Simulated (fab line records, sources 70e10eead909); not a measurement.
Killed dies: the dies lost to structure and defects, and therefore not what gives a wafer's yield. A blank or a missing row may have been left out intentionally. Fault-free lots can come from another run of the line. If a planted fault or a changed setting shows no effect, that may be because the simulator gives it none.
What tool caused it? ; flow nand harc ; 11 lots, 31 wafers sampled, at 6 steps of a route of 1302

WHAT THE GAUGES SHOWED, per wafer
NHARC_A_ONON_D1_THK_MEAS_34: measures by ellipsometry.
lot;measured;on;thk nm (nm)
L542;day 8 13:47;film metro-02;198.6 202.7 198.2
L541;day 8 13:48;film metro-01;197.8 200.0 200.3
L543;day 9 01:41;film metro-01;200.9 199.2 201.5
L544;day 9 11:52;film metro-01;200.2 197.4 196.4
L553;day 13 07:08;film metro-01;199.8
L558;day 15 05:56;film metro-01;198.6 196.2 198.6
L560;day 16 02:46;film metro-02;201.9 199.6 201.0
L561;day 16 14:16;film metro-01;197.3 198.6 204.8
L562;day 16 18:06;film metro-01;200.6 203.2 202.9
L563;day 17 06:38;film metro-01;197.8 200.6 199.7
L564;day 17 19:29;film metro-02;193.5 197.6 203.9

NHARC_A_CHANNEL_HOLE_D1_INSPECT_40.
lot;measured;on;raw defect count
L542;day 9 00:41;defect inspect-01;108 92 110
L541;day 9 01:19;defect inspect-01;54 25 37
L543;day 9 11:55;defect inspect-01;44 61 52
L544;day 10 06:59;defect inspect-01;39 52 38
L553;day 13 18:50;defect inspect-02;391 389
L558;day 16 02:12;defect inspect-02;90 80 77
L560;day 16 13:24;defect inspect-01;83 110 70
L561;day 17 00:14;defect inspect-02;55 67 65
L562;day 17 13:56;defect inspect-02;60 69 62
L563;day 17 19:20;defect inspect-01;86 62 38
L564;day 18 09:29;defect inspect-02;60 70 63

NHARC_END_SORT_01.
lot;measured;on;killed at array;killed at other;killed at periphery;killed dies;killed open;killed short
L553;day 29 21:05;prober-01;130;3;5;138;1;0

WHAT TOOL EACH LOT RAN ON (gives the tool, then ch and the chambers of the sampled wafers, and finally the start)
lot;NHARC_A_CHANNEL_HOLE_D1_ETCH_38;NHARC_A_CHANNEL_HOLE_D1_ETCH_34;NHARC_A_CHANNEL_HOLE_D1_ETCH_44
L542;rie diel-08 ch 1,3, day 8 16:49;rie diel-08 ch 1,2, day 8 17:10;rie diel-09 ch 2,3, day 8 23:41
L541;rie diel-08 ch 0,1, day 8 17:38;rie diel-08 ch 0,2,3, day 8 17:59;rie diel-09 ch 0,1,3, day 9 00:20
L543;rie diel-09 ch 0,2,3, day 9 05:00;rie diel-09 ch 0,1,2, day 9 05:26;rie diel-08 ch 0,2,3, day 9 10:56
L544;rie diel-09 ch 0,2,3, day 9 21:26;rie diel-09 ch 0,2,3, day 9 21:46;rie diel-08 ch 0,1,2, day 10 05:58
L553;rie diel-08 ch 2, day 13 12:03;rie diel-08 ch 0, day 13 12:23;rie diel-08 ch 1, day 13 17:52
L558;rie diel-03 ch 1,2,3, day 15 09:44;rie diel-03 ch 0,2,3, day 15 10:05;rie diel-08 ch 0,2,3, day 16 01:13
L560;rie diel-09 ch 0,1,2, day 16 05:49;rie diel-09 ch 2,3, day 16 06:09;rie diel-03 ch 0,1, day 16 12:05
L561;rie diel-08 ch 1,2, day 16 17:21;rie diel-08 ch 1,3, day 16 17:41;rie diel-03 ch 1,2, day 16 23:14
L562;rie diel-09 ch 1,2,3, day 17 04:57;rie diel-09 ch 0,1,3, day 17 05:17;rie diel-08 ch 1,3, day 17 12:57
L563;rie diel-08 ch 0,2, day 17 09:40;rie diel-08 ch 0,2,3, day 17 10:01;rie diel-08 ch 0,1,2, day 17 18:22
L564;rie diel-09 ch 2,3, day 18 02:39;rie diel-09 ch 1,2,3, day 18 02:59;rie diel-08 ch 0,2, day 18 08:29
- NHARC_A_CHANNEL_HOLE_D1_ETCH_38: etches the open film in CF4, target depth 39 nm, time 65 s.
- NHARC_A_CHANNEL_HOLE_D1_ETCH_34: etches the open film in CF4/CHF3, target depth 154 nm, time 77 s.
- NHARC_A_CHANNEL_HOLE_D1_ETCH_44: etches the open film in CF4/O2, target depth 140 nm, overetch 14 nm, time 77 s.

WHAT THE TOOLS THEMSELVES READ (means of the sampled wafers that have a number; where no wafer has one, the mark that the record gives instead)
NHARC_A_CHANNEL_HOLE_D1_ETCH_38.
lot;tool;drypump motor current A (A);oes product au (a.u.);rf vpp V (V);showerhead plenum p Torr (Torr);throttle valve pct (%)
L542;rie diel-08;6.0;0.993;151.4;1.79;13.281
L541;rie diel-08;6.0;1.004;150.9;1.72;13.282
L543;rie diel-09;5.3;0.992;151.5;1.78;13.283
L544;rie diel-09;5.3;1.002;152.3;1.77;13.287
L553;rie diel-08;5.9;0.994;151.6;1.74;13.277
L558;rie diel-03;5.6;1.001;152.4;1.80;13.280
L560;rie diel-09;5.5;1.000;151.3;1.77;13.274
L561;rie diel-08;6.3;1.002;151.0;1.71;13.286
L562;rie diel-09;5.6;1.010;151.5;1.79;13.284
L563;rie diel-08;5.4;1.003;150.6;1.73;13.287
L564;rie diel-09;5.3;1.008;151.6;1.75;13.290

NHARC_A_CHANNEL_HOLE_D1_ETCH_34.
lot;tool;drypump motor current A (A);oes product au (a.u.);rf vpp V (V);showerhead plenum p Torr (Torr);throttle valve pct (%)
L542;rie diel-08;6.3;0.927;368.5;1.53;16.805
L541;rie diel-08;5.6;0.923;370.2;1.57;16.808
L543;rie diel-09;5.5;0.950;371.9;1.58;16.806
L544;rie diel-09;5.3;0.969;370.6;1.57;16.794
L553;rie diel-08;5.1;0.928;368.0;1.53;16.810
L558;rie diel-03;5.7;0.932;371.1;1.59;16.806
L560;rie diel-09;5.3;0.976;370.7;1.56;16.811
L561;rie diel-08;6.2;0.968;369.6;1.55;16.794
L562;rie diel-09;5.6;0.970;371.4;1.60;16.809
L563;rie diel-08;5.6;0.971;371.5;1.57;16.803
L564;rie diel-09;5.6;0.937;371.7;1.59;16.809

NHARC_A_CHANNEL_HOLE_D1_ETCH_44.
lot;tool;drypump motor current A (A);oes product au (a.u.);rf vpp V (V);showerhead plenum p Torr (Torr);throttle valve pct (%)
L542;rie diel-09;5.5;1.011;198.9;1.36;13.400
L541;rie diel-09;5.6;0.997;197.8;1.37;13.404
L543;rie diel-08;5.6;1.001;198.6;1.33;13.395
L544;rie diel-08;5.8;0.998;196.7;1.30;13.391
L553;rie diel-08;6.5;0.997;196.2;1.29;13.409
L558;rie diel-08;5.6;1.017;196.9;1.33;13.396
L560;rie diel-03;5.8;1.001;195.8;1.27;13.393
L561;rie diel-03;5.5;1.002;198.6;1.35;13.399
L562;rie diel-08;6.0;0.997;198.6;1.35;13.395
L563;rie diel-08;5.8;1.004;198.0;1.30;13.408
L564;rie diel-08;5.6;1.005;197.6;1.31;13.390

THE ANSWER, worked out from the rows above alone
Rule: usual is defined by the lots themselves. The widest of any qualifying gaps counts: lots, ordered by their means at a reading, are off when they make up no more than a third of the lots, leave a main group of 4 or more, and stand apart from it by 3 or more times the standard deviation of that group's means. If all means in a main group match to the digits the tables above print for the reading, that group is not used. Also off: a lot with no number at a reading for which 4 or more lots have one. Where the step has rows for the other lots, those lots are counted as sound. Order of review: gauges by route order, followed by the tools' own readings, for which a lot's mean as printed above is used. At the first step where some lot is off, the reading lying furthest off is the one used; lots without a number count as furthest.
Off: L553 (NHARC_A_CHANNEL_HOLE_D1_INSPECT_40, raw defect count). The main group has a mean of 66 with a standard deviation of 19.
If a tool, at a process step before that reading, ran all the lots that are off and no sound lot after the first of them, it fits. The gauges at NHARC_A_CHANNEL_HOLE_D1_INSPECT_40 aren't tried: what is off there is off at NHARC_A_CHANNEL_HOLE_D1_ETCH_44 too, on other tools, and a gauge's error can't cause that. None of those tried fits.

WHAT WAS PUT IN BY THE SIMULATOR
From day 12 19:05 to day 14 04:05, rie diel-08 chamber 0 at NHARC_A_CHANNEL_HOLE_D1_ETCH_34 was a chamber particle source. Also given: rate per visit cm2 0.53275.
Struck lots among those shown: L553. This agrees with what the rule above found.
